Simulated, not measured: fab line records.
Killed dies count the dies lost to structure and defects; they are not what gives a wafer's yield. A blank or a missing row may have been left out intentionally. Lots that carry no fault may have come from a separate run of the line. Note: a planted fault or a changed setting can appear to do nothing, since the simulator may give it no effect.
Chamber matching :: flow n5_finfet :: N5_BEOL_M12_DEP_53 on pecvd-02 has 3 sister chambers
The step deposits SiCN from 3MS/NH3, target thk 30 nm, time 10.5 s. 3 wafers are shown with their chamber, then 7 later ones without.

## WAFERS WITH THEIR CHAMBER
wafer: L082.4
chamber: 2
throttle_valve_pct (%): 17.4

wafer: L091.1
chamber: 1
throttle_valve_pct (%): 19.0

wafer: L091.3
chamber: 0
throttle_valve_pct (%): 17.7

## WAFERS WHOSE CHAMBER IS MISSING
wafer: L091.6
throttle_valve_pct (%): 19.0

wafer: L095.2
throttle_valve_pct (%): 17.6

wafer: L095.3
throttle_valve_pct (%): 17.6

wafer: L095.6
throttle_valve_pct (%): 17.7

wafer: L096.4
throttle_valve_pct (%): 19.0

wafer: L096.5
throttle_valve_pct (%): 17.8

wafer: L096.6
throttle_valve_pct (%): 19.1

## EACH ONE'S CHAMBER
wafer: L091.6
from the rows above: 1
in truth: 1

wafer: L095.2
from the rows above: can't be placed: 0 or 2
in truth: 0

wafer: L095.3
from the rows above: can't be placed: 0 or 2
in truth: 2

wafer: L095.6
from the rows above: 0
in truth: 0

wafer: L096.4
from the rows above: 1
in truth: 1

wafer: L096.5
from the rows above: 0
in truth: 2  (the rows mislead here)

wafer: L096.6
from the rows above: 1
in truth: 1
4 of 7 placed correctly. These rows do not allow placing 2 (true chamber among the candidates in 2). Placed wrongly: 1.
How it was worked out, from the rows above alone: a wafer's distance from a chamber is the root of the sum, over the readings, of the square of ((its reading less the chamber's mean) divided by the reading's scatter). The wafer belongs to the nearest chamber; if the next one is less than 2 further off, it can't be placed. For every chamber, the mean is computed from those of its wafers that are shown. The scatter (one wafer shown for each chamber): square how far every hidden wafer sits from the nearest shown wafer, average those squares and take the square root.
